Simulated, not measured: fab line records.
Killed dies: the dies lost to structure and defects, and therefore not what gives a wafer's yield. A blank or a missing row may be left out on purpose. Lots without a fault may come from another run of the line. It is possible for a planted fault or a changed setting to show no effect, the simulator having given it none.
Chamber matching / flow nand-harc / NHARC_P_M1_DEP_33 on pecvd-01: 3 sister chambers
The step deposits SiCN, target thk 30 nm. 3 wafers are shown with their chamber, then 8 later ones without.

## WAFERS, EACH WITH ITS CHAMBER
wafer=L087.3; chamber=1; heater-power-w (W)=623
wafer=L087.4; chamber=0; heater-power-w (W)=549
wafer=L086.3; chamber=2; heater-power-w (W)=602

## WAFERS MISSING THEIR CHAMBER
wafer=L086.4; heater-power-w (W)=542
wafer=L086.5; heater-power-w (W)=605
wafer=L088.1; heater-power-w (W)=596
wafer=L088.4; heater-power-w (W)=603
wafer=L088.5; heater-power-w (W)=646
wafer=L093.1; heater-power-w (W)=631
wafer=L093.5; heater-power-w (W)=603
wafer=L093.6; heater-power-w (W)=548

## CHAMBER TAKEN BY EACH
wafer=L086.4; from the rows above=0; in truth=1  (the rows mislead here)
wafer=L086.5; from the rows above=can't be placed: 2 or 1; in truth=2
wafer=L088.1; from the rows above=2; in truth=2
wafer=L088.4; from the rows above=2; in truth=2
wafer=L088.5; from the rows above=1; in truth=1
wafer=L093.1; from the rows above=1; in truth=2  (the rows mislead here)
wafer=L093.5; from the rows above=2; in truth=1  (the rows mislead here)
wafer=L093.6; from the rows above=0; in truth=0
Correctly placed: 4 of 8. Can't be placed from these rows: 1 (the true chamber is among the candidates in 1). 3 placed wrongly.
How it was worked out, from the rows above alone: a wafer's distance from a chamber is the root of the sum, over the readings, of the square of ((its reading less the chamber's mean) divided by the reading's scatter). The wafer belongs to the nearest chamber; if the next one is less than 2 further off, it can't be placed. Each chamber's mean is taken over the wafers shown for it. The scatter: with one shown wafer a chamber, the root of the mean of the squares of how far each hidden wafer lies from its nearest shown one.
